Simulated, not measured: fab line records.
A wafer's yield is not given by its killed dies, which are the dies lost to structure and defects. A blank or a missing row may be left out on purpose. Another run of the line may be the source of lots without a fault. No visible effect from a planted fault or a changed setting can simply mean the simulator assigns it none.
Matching of chambers | flow nand_harc | rie_diel-11 running NHARC_A_STAIRCASE_ETCH_169: 3 sister chambers
The step etches the open film in CH3F/O2, target depth 50 nm, time 107.1 s. 3 wafers are shown with their chamber, then 5 later ones without.

## EACH WAFER AND ITS CHAMBER
wafer  | chamber | showerhead_plenum_p_Torr (Torr)
L089.5 | 2       | 2.64
L091.1 | 1       | 2.62
L091.4 | 0       | 2.33

## WAFERS WITH NO CHAMBER GIVEN
wafer  | showerhead_plenum_p_Torr (Torr)
L091.6 | 2.64
L092.1 | 2.64
L092.3 | 2.62
L092.4 | 2.33
L096.4 | 2.61

## CHAMBER TAKEN BY EACH
wafer  | from the rows above | in truth
L091.6 | 2                   | 2
L092.1 | 2                   | 2
L092.3 | 1                   | 1
L092.4 | 0                   | 0
L096.4 | 1                   | 1
Placed correctly: 5 of 5. Number that these rows cannot place: 0. Placed wrongly: 0.
How it was worked out, from the rows above alone: a wafer's distance from a chamber is the root of the sum, over the readings, of the square of ((its reading less the chamber's mean) divided by the reading's scatter). The wafer belongs to the nearest chamber; if the next one is less than 2 further off, it can't be placed. Each chamber's mean is taken over the wafers shown for it. The scatter: root of mean squared gap, hidden wafer to nearest shown wafer, with one shown wafer a chamber.
